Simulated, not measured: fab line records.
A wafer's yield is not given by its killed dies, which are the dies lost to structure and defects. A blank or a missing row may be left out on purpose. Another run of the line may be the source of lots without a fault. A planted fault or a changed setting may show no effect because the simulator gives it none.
fab line records    flow n5Finfet
[record] lots = 5  wafers = 15  lastDay = 18
route steps=1938 shown BEOL_M2@870 BEOL_M4@1111
lots that met no fault: taken from a fault-free run of the same line
startH: hours from the record's opening day to when the first of the lot's shown wafers began    waitH: time in hours since the lot's previous step    " identical to the entry in the row above    L1.1+2: a row that stands for several wafers    - either no value or no given start    * or withheld: withheld    < > ~ a bound
route shown NAME@n: names a module that has steps shown in the file, with the first one's number in the route    usual: mean and standard deviation over wafers with no fault    same: alike in all rows    chamber/n: place in a boat    sites: per-site readings    _std_site: standard deviation across them    _edge_site: the outer-site mean with the inner-site mean subtracted    radiusMm: how far each site lies from the wafer's centre    mask NAME#n: copy n    behind: tool/chamber where the wafer was last shaped    hold: what put the lot on hold/how long, in hours/how the hold closed    device: transistor that didn't switch, given as n, p or np    end of line: tests run on the same wafers once the route is complete    for a step that has no rows: nothing shown but its recipe    killed: at the first sort, the dies lost to defects and structure; wafer yield is something else    map: the dies of a wafer, with x for killed, . for not killed, _ for no die there
set.NAME: the setting the step ran with; set.NAME@STEP: the setting that earlier step ran with    model.NAME: the simulator's own value behind a step, which no gauge read
lots seen at some steps along the route; tables by step, rows by wafer
services: a tool's chamber out of use, with start hour (startH, from the record's first day; less than 0 if before it), hours out, and reason
[[steps]]
[step N5_BEOL_M2_COAT_22]
[recipe] resist = CAR-EUV  spinRpm = 1500  resistThkNm = 30
[step N5_BEOL_M2_EBR_24]
[recipe] solvent = PGMEA  ebrWidthMm = 1.5
[step N5_BEOL_M2_SOFTBAKE_23]
[recipe] tempC = 110  timeS = 60  resist = CAR-EUV
[step N5_BEOL_M2_EXPOSE_25]
[recipe] maskId = V1  na = 0.33  sourceShape = quasar  sigmaInner = 0.2  sigmaOuter = 0.8  polarization = unpolarized  defocusNm = 5  doseMj = 63
[step N5_BEOL_M2_PEB_26]
[recipe] pebTempC = 100  pebTimeS = 60  resist = CAR-EUV
[step N5_BEOL_M2_DEVELOP_27]
[recipe] developTimeS = 30  developer = TMAH  resist = CAR-EUV  rinseLiquid = surfactantRinse  dry = airSpin  devTempC = 23
[step N5_BEOL_M2_CD_MEAS_28]
[recipe] targetCdNm = 26.2  landingEnergyEv = 500  detector = seInlens  targetCdYNm = 24.1  polarity = opening
[usual] cdNm = 26.22/0.22
lot.wafer  tool      chamber  startH  waitH  cdNm
L895.2     cdSem-01  0        180.89  -      26.09
L895.4     "         0        "       "      25.78
L895.5     "         0        "       "      25.96
L898.1     cdSem-03  0        190.55  -      26.44
L898.3     "         0        "       "      26.11
L898.4     "         0        "       "      26.19
L904.3     cdSem-02  0        243.82  -      26.27
L904.4     "         0        "       "      26.42
L904.5     "         0        "       "      25.71
L910.2     cdSem-02  0        270.08  -      26.21
L910.4     "         0        "       "      25.78
L910.6     "         0        "       "      26.22
L911.1     cdSem-01  0        277.02  -      26.52
L911.4     "         0        "       "      26.38
L911.5     "         0        "       "      26.37
[step N5_BEOL_M2_OVL_MEAS_29]
[recipe] pointsPerWafer = 522
[usual] V1_OVL = 0.5/0.49
lot.wafer  tool        chamber  startH  waitH  V1_OVL[nm]
L895.2     overlay-01  0        180.92  0.0    0.1
L895.4     "           0        "       "      0.5
L895.5     "           0        "       "      0.5
L898.1     overlay-02  0        190.58  0.0    0.7
L898.3     "           0        "       "      0.0
L898.4     "           0        "       "      0.4
L904.3     overlay-02  0        243.86  0.0    1.0
L904.4     "           0        "       "      1.4
L904.5     "           0        "       "      1.4
L910.2     overlay-01  0        270.11  0.0    -0.2
L910.4     "           0        "       "      0.2
L910.6     "           0        "       "      0.1
L911.1     overlay-01  0        277.05  0.0    0.8
L911.4     "           0        "       "      0.9
L911.5     "           0        "       "      1.5
[step N5_BEOL_M2_INSPECT_30]
[recipe] mode = adi  inspectInstrument = brightfield
[usual] rawDefectCount = 435/120
lot.wafer  tool              chamber  startH  waitH  rawDefectCount
L895.2     defectInspect-01  -        180.97  0.0    353
L895.4     "                 -        "       "      415
L895.5     "                 -        "       "      592
L898.1     defectInspect-02  -        190.63  0.1    455
L898.3     "                 -        "       "      357
L898.4     "                 -        "       "      329
L904.3     defectInspect-01  -        243.91  0.0    463
L904.4     "                 -        "       "      397
L904.5     "                 -        "       "      598
L910.2     defectInspect-01  -        270.16  0.0    326
L910.4     "                 -        "       "      345
L910.6     "                 -        "       "      247
L911.1     defectInspect-02  -        277.11  0.1    306
L911.4     "                 -        "       "      341
L911.5     "                 -        "       "      445
[step N5_BEOL_M2_DESCUM_33]
[recipe] chemistry = O2  timeS = 7  sourcePowerW = 50  biasPowerW = 20  pressureMtorr = 20  rfFrequencyHz = 2.712e+07  tempC = 40  resist = CAR-EUV  o2FlowSccm = 225
[usual] chamberPressureMTorr = 19.997/0.017  drypumpMotorCurrentA = 5.7/0.42  o2FlowSccm = 225.0/0.64  oesProductAu = 0.81/0.094  rfVppV = 242.7/1.1  showerheadPlenumPTorr = 2.07/0.062  throttleValvePct = 20.43/0.28
[same] timeS = 7
lot.wafer  tool        chamber  startH  waitH  chamberPressureMTorr  drypumpMotorCurrentA  o2FlowSccm  oesProductAu  rfHoursCounterH  rfVppV  showerheadPlenumPTorr  throttleValvePct
L895.2     rieDiel-06  2        181.06  0.1    19.991                4.9                   225.5       0.91          44               243.4   2.13                   20.56
L895.4     "           1        "       "      19.985                5.8                   224.0       0.69          220              243.6   2.06                   20.56
L895.5     "           2        "       "      19.990                4.9                   225.3       0.91          -                241.8   2.13                   20.58
L898.1     rieDiel-01  3        190.67  0.0    20.034                6.1                   224.2       0.83          82               241.9   2.03                   20.05
L898.3     "           0        "       "      19.981                4.9                   224.3       0.67          237              244.1   2.06                   20.78
L898.4     "           1        "       "      19.971                6.3                   224.4       0.95          3                241.8   2.06                   20.32
L904.3     rieDiel-01  3        244.25  0.3    20.004                6.1                   224.4       0.80          98               241.8   2.03                   20.08
L904.4     "           2        "       "      19.980                5.8                   226.0       0.87          -                243.2   2.06                   20.67
L904.5     "           1        "       "      20.004                6.3                   224.8       0.91          -                241.2   2.06                   20.34
L910.2     rieDiel-03  1        270.20  0.0    20.004                5.9                   224.6       0.87          44               243.3   2.15                   20.13
L910.4     "           0        "       "      19.972                5.2                   225.5       0.69          216              241.7   1.97                   20.37
L910.6     "           3        "       "      19.982                5.8                   225.7       0.77          -                244.1   2.12                   20.69
L911.1     rieDiel-06  2        277.14  0.0    19.999                4.9                   224.5       0.87          76               242.6   2.12                   20.62
L911.4     "           3        "       "      20.011                6.0                   225.8       0.95          6                241.9   2.08                   20.55
L911.5     "           1        "       "      19.997                5.7                   226.0       0.67          -                243.2   2.05                   20.60
[step N5_BEOL_M2_ETCH_77]
[recipe] chemistry = N2/H2  target = underlayer  targetDepthA = 65  maskMaterial = CAR-EUV  timeS = 5.2  ionEnergyEv = 200  pressureMtorr = 30  sourceW = 840  biasW = 150  n2FlowSccm = 200  h2FlowSccm = 200  ends = cleared
[usual] chamberPressureMTorr = 30.00/0.041  drypumpMotorCurrentA = 5.7/0.42  etchRfOnTimeS = 5.17/0.14  oesProductAu = 0.69/0.077  rfVppV = 522.9/2.3  showerheadPlenumPTorr = 2.51/0.067  throttleValvePct = 17.8/0.31
lot.wafer  tool        chamber  startH  waitH  chamberPressureMTorr  drypumpMotorCurrentA  etchRfOnTimeS  oesProductAu  rfHoursCounterH  rfVppV  showerheadPlenumPTorr  throttleValvePct
L895.2     rieDiel-06  2        181.10  0.0    30.00                 4.9                   5.08           0.78          44               523.5   2.59                   18.1
L895.4     "           1        "       "      29.99                 5.8                   5.02           0.59          220              523.0   2.49                   17.9
L895.5     "           2        "       "      29.96                 4.9                   5.04           0.78          -                525.7   2.59                   18.1
L898.1     rieDiel-01  3        190.70  0.0    30.04                 6.1                   5.14           0.71          82               519.7   2.46                   17.5
L898.3     "           0        "       "      29.97                 4.9                   5.06           0.59          237              522.9   2.50                   18.2
L898.4     "           1        "       "      29.97                 6.4                   5.23           0.81          3                525.6   2.47                   17.5
L904.3     rieDiel-01  3        244.28  0.0    29.98                 6.1                   5.18           0.68          98               522.1   2.46                   17.5
L904.4     "           2        "       "      29.95                 5.8                   5.44           0.72          -                520.7   2.46                   17.7
L904.5     "           1        "       "      30.06                 6.3                   5.24           0.77          -                521.0   2.47                   17.5
L910.2     rieDiel-03  1        270.23  0.0    30.00                 5.9                   5.10           0.75          44               526.4   2.58                   17.4
L910.4     "           0        "       "      30.06                 5.2                   5.18           0.60          216              519.0   2.43                   18.0
L910.6     "           3        "       "      30.02                 5.8                   5.30           0.64          -                524.4   2.56                   18.1
L911.1     rieDiel-06  2        277.18  0.0    30.02                 4.9                   5.00           0.75          76               525.3   2.58                   18.1
L911.4     "           3        "       "      29.95                 6.0                   5.05           0.82          6                522.9   2.49                   17.8
L911.5     "           1        "       "      29.96                 5.7                   4.93           0.58          -                523.9   2.48                   18.0
[step N5_BEOL_M2_ETCH_69]
[recipe] chemistry = CF4  target = SiARC  targetDepthA = 156  maskMaterial = CAR-EUV  timeS = 26  ionEnergyEv = 80  pressureMtorr = 40  sourceW = 545  biasW = 36  Ar_flow_sccm = 100  cf4FlowSccm = 100  ends = cleared
[usual] chamberPressureMTorr = 40.00/0.037  drypumpMotorCurrentA = 5.7/0.42  etchRfOnTimeS = 25.9/0.64  oesProductAu = 0.69/0.077  rfVppV = 183.7/1.1  showerheadPlenumPTorr = 2.11/0.05  throttleValvePct = 15.55/0.28
lot.wafer  tool        chamber  startH  waitH  chamberPressureMTorr  drypumpMotorCurrentA  etchRfOnTimeS  oesProductAu  rfHoursCounterH  rfVppV  showerheadPlenumPTorr  throttleValvePct
L895.2     rieDiel-06  2        181.11  0.0    39.99                 4.9                   25.3           0.78          44               184.2   2.16                   15.61
L895.4     "           1        "       "      40.05                 5.7                   25.4           0.60          220              182.8   2.12                   15.87
L895.5     "           2        "       "      40.03                 4.9                   25.2           0.77          -                185.9   2.16                   15.62
L898.1     rieDiel-01  3        190.72  0.0    39.93                 6.1                   26.0           0.70          82               181.2   2.08                   15.18
L898.3     "           0        "       "      40.03                 4.9                   25.5           0.59          237              183.2   2.13                   16.11
L898.4     "           1        "       "      39.94                 6.3                   26.4           0.82          3                183.2   2.10                   15.32
L904.3     rieDiel-01  3        244.30  0.0    39.99                 6.1                   25.8           0.70          98               183.4   2.07                   15.21
L904.4     "           2        "       "      40.06                 5.8                   27.2           0.71          -                185.0   2.09                   15.60
L904.5     "           1        "       "      40.00                 6.3                   26.2           0.77          -                183.8   2.09                   15.35
L910.2     rieDiel-03  1        270.25  0.0    39.99                 5.8                   25.3           0.77          44               185.3   2.17                   15.16
L910.4     "           0        "       "      39.97                 5.2                   26.3           0.59          216              183.5   2.03                   15.61
L910.6     "           3        "       "      39.98                 5.8                   25.8           0.65          -                182.6   2.14                   15.70
L911.1     rieDiel-06  2        277.19  0.0    39.97                 4.9                   25.3           0.74          76               185.0   2.15                   15.71
L911.4     "           3        "       "      40.03                 6.0                   25.3           0.82          6                183.5   2.11                   15.51
L911.5     "           1        "       "      40.03                 5.7                   25.4           0.58          -                184.4   2.11                   15.93
[step N5_BEOL_M2_ALD_98]
[recipe] material = SiO2  targetThkA = 25  tempC = 100  aldPrecursorFamily = BDEAS  aldCoReactant = O2-plasma  pulseTimeS = 1  coReactantPulseTimeS = 1  purgeTimeS = 2  coReactantPurgeTimeS = 2  aldCycles = 17  pressureTorr = 2
[usual] aldCycles = 17/0  heaterPowerW = 76/10  precursorPulseHeightRel = 0.999/0.018
[same] coReactantPulseTimeS = 1
lot.wafer  tool       chamber  startH  waitH  aldCycles  heaterPowerW  precursorPulseHeightRel  model.SiO2_of_BEOL_M2_ALD_98.thkNm
L895.2     aldSin-03  2        181.58  0.4    17         85            0.995                    2.4
L895.4     "          3        "       "      17         86            1.016                    2.4
L895.5     "          1        "       "      17         57            0.977                    2.4
L898.1     aldSin-03  0        192.19  1.4    17         74            1.002                    2.4
L898.3     "          3        "       "      17         88            1.011                    2.4
L898.4     "          1        "       "      17         60            1.004                    2.4
L904.3     aldSin-03  1        244.47  0.1    17         57            0.982                    2.4
L904.4     "          2        "       "      17         88            1.009                    2.4
L904.5     "          0        "       "      13         71            1.007                    2
L910.2     aldSin-01  2        270.40  0.1    17         75            1.002                    2.6
L910.4     "          3        "       "      17         94            1.007                    2.6
L910.6     "          2        "       "      17         76            0.969                    2.6
L911.1     aldSin-04  0        277.40  0.2    17         64            1.001                    2.4
L911.4     "          2        "       "      17         77            1.015                    2.6
L911.5     "          1        "       "      17         69            1.004                    2.4
[step N5_BEOL_M2_ETCHBACK_99]
[recipe] chemistry = CHF3  target = SiO2  targetDepthA = 50  timeS = 10.4  sourceW = 215  biasW = 47  Ar_flow_sccm = 200  CHF3_flow_sccm = 12  ionEnergyEv = 100  pressureMtorr = 30
[usual] chamberPressureMTorr = 30.002/0.029  drypumpMotorCurrentA = 5.7/0.47  oesProductAu = 0.81/0.091  rfVppV = 240/4.7  showerheadPlenumPTorr = 2.12/0.042  throttleValvePct = 17.03/0.28
[same] timeS = 10.4
lot.wafer  tool        chamber  startH  waitH  chamberPressureMTorr  drypumpMotorCurrentA  oesProductAu  rfHoursCounterH  rfVppV  showerheadPlenumPTorr  throttleValvePct
L895.2     rieDiel-01  3        185.48  3.8    29.987                6.1                   0.82          80               238     2.09                   16.66
L895.4     "           2        "       "      29.964                5.7                   0.88          32               240     2.11                   17.04
L895.5     "           1        "       "      30.018                6.3                   0.96          -                232     2.11                   16.84
L898.1     rieDiel-01  0        199.59  7.3    30.004                4.8                   0.68          239              242     2.14                   17.56
L898.3     "           1        "       "      29.969                6.3                   0.93          6                235     2.11                   16.83
L898.4     "           2        "       "      29.999                5.8                   0.86          36               242     2.10                   17.05
L904.3     rieDiel-06  0        246.89  2.4    29.996                5.7                   0.78          140              239     2.08                   16.90
L904.4     "           0        "       "      30.004                5.8                   0.77          -                238     2.08                   16.90
L904.5     "           2        "       "      29.966                4.9                   0.89          -                249     2.17                   17.17
L911.1     rieDiel-01  2        278.50  1.1    29.991                5.8                   0.83          63               242     2.09                   17.10
L911.4     "           1        "       "      30.012                6.3                   0.87          33               234     2.10                   16.89
L911.5     "           2        "       "      30.000                5.8                   0.83          -                240     2.09                   17.10
L910.2     rieDiel-01  0        278.99  8.5    29.983                4.8                   0.95          8                242     2.13                   17.21
L910.4     "           3        "       "      30.021                6.1                   0.80          110              239     2.08                   16.73
L910.6     "           2        "       "      30.011                5.7                   0.84          -                240     2.09                   17.12
[step N5_BEOL_M4_RC_MEAS_101]
[usual] DIBL_N = 35.6/1.7  DIBL_P = 35.0/2  IOFF_N = 0.148/0.027  IOFF_P = 0.19/0.032  ION_N = 671/14  ION_P = 460/9.1  SS_N = 71.3/0.62  SS_P = 73.0/0.64  VT_N = 251/3.2  VT_P = -251.5/2.9
lot.wafer  tool       chamber  startH  waitH  DIBL_N[mV/V]  DIBL_P[mV/V]  IOFF_N[nA/um]  IOFF_P[nA/um]  ION_N[uA/um]  ION_P[uA/um]  SS_N[mV/dec]  SS_P[mV/dec]  VT_N[mV]  VT_P[mV]
L895.2     prober-02  0        215.76  0.2    35.3          34.3          0.155          0.19           677           456           71.8          73.3          249       -252.8
L895.4     "          0        "       "      33.4          31.3          0.121          0.15           666           453           70.4          71.9          253       -255.4
L895.5     "          0        "       "      34.8          33.3          0.147          0.18           687           465           70.6          72.7          249       -249.8
L898.1     prober-01  0        248.93  0.4    35.0          36.1          0.157          0.24           679           473           72.1          73.1          250       -247.0
L898.3     "          0        "       "      35.6          37.1          0.165          0.26           665           462           71.9          73.5          249       -244.8
L898.4     "          0        "       "      34.1          34.2          0.131          0.20           655           454           71.5          73.1          252       -248.9
L904.3     prober-02  0        282.14  0.3    34.0          33.8          0.119          0.17           667           458           70.3          72.6          256       -253.8
L904.4     "          0        "       "      36.5          35.1          0.149          0.19           660           450           71.7          73.2          254       -252.9
L904.5     "          0        "       "      34.0          33.3          0.117          0.16           656           450           70.5          72.7          257       -253.5
L911.1     prober-02  0        321.78  0.0    35.3          35.0          0.142          0.18           665           450           71.4          72.7          251       -255.6
L911.4     "          0        "       "      35.8          35.6          0.147          0.18           665           455           71.5          73.2          254       -252.2
L911.5     "          0        "       "      36.5          36.9          0.167          0.21           685           468           71.1          73.7          250       -250.5
L910.2     prober-01  0        322.17  0.2    37.2          37.1          0.165          0.21           673           462           70.8          73.0          246       -249.8
L910.4     "          0        "       "      37.3          36.3          0.151          0.18           671           452           71.6          73.3          252       -255.0
L910.6     "          0        "       "      37.2          37.4          0.156          0.20           682           466           71.9          73.2          252       -252.4
[[services]]
tool        chamber  startH  hours  kind
rieDiel-01  1        162.13  -      clean
rieDiel-01  1        162.13  -      consumableReplace:focusRing
rieDiel-01  1        162.13  17.2   scheduledDown
rieDiel-01  1        162.13  17.2   ventCycle
aldSin-04   -        176.75  14.0   pm
aldSin-03   2        182.84  6.7    repair
rieDiel-03  2        201.74  28.7   repair
rieDiel-06  1        214.36  13.2   repair
rieDiel-03  -        219.88  28.1   pm
rieDiel-01  0        238.87  -      clean
rieDiel-01  0        238.87  -      consumableReplace:focusRing
rieDiel-01  0        238.87  17.9   scheduledDown
rieDiel-01  0        238.87  17.9   ventCycle
rieDiel-06  3        242.28  -      clean
rieDiel-06  3        242.28  -      consumableReplace:focusRing
rieDiel-06  3        242.28  19.6   scheduledDown
rieDiel-06  3        242.28  19.6   ventCycle
aldSin-04   -        247.26  2.8    pm
aldSin-03   -        255.99  6.0    pm
aldSin-04   1        256.51  4.2    repair
aldSin-01   0        261.75  12.5   repair
aldSin-03   0        266.15  11.9   repair
aldSin-03   1        267.02  2.7    repair
aldSin-03   -        268.78  14.0   pm
[[key]]
[firstSign] step = N5_BEOL_M2_ALD_98  reading = aldCycles  direction = down  sigmas = 99+  usual = *  struck = *
effect none on later readings
[modelEffect] step = N5_BEOL_M2_ALD_98  value = SiO2_of_BEOL_M2_ALD_98.thkNm  without = 2.6  struck = 2
metAt N5_BEOL_M2_ALD_98
struckWafers L904.5
onsetBetween 192.19 244.47
[fault] kind = processParameterDrift  tool = aldSin-03  chamber = -  onsetH = 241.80  steps = N5_BEOL_M2_ALD_98  channel = aldCycles  offset = *  shape = step  endH = 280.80  scope = struckWafersOnly  actsIn = *  stated = *
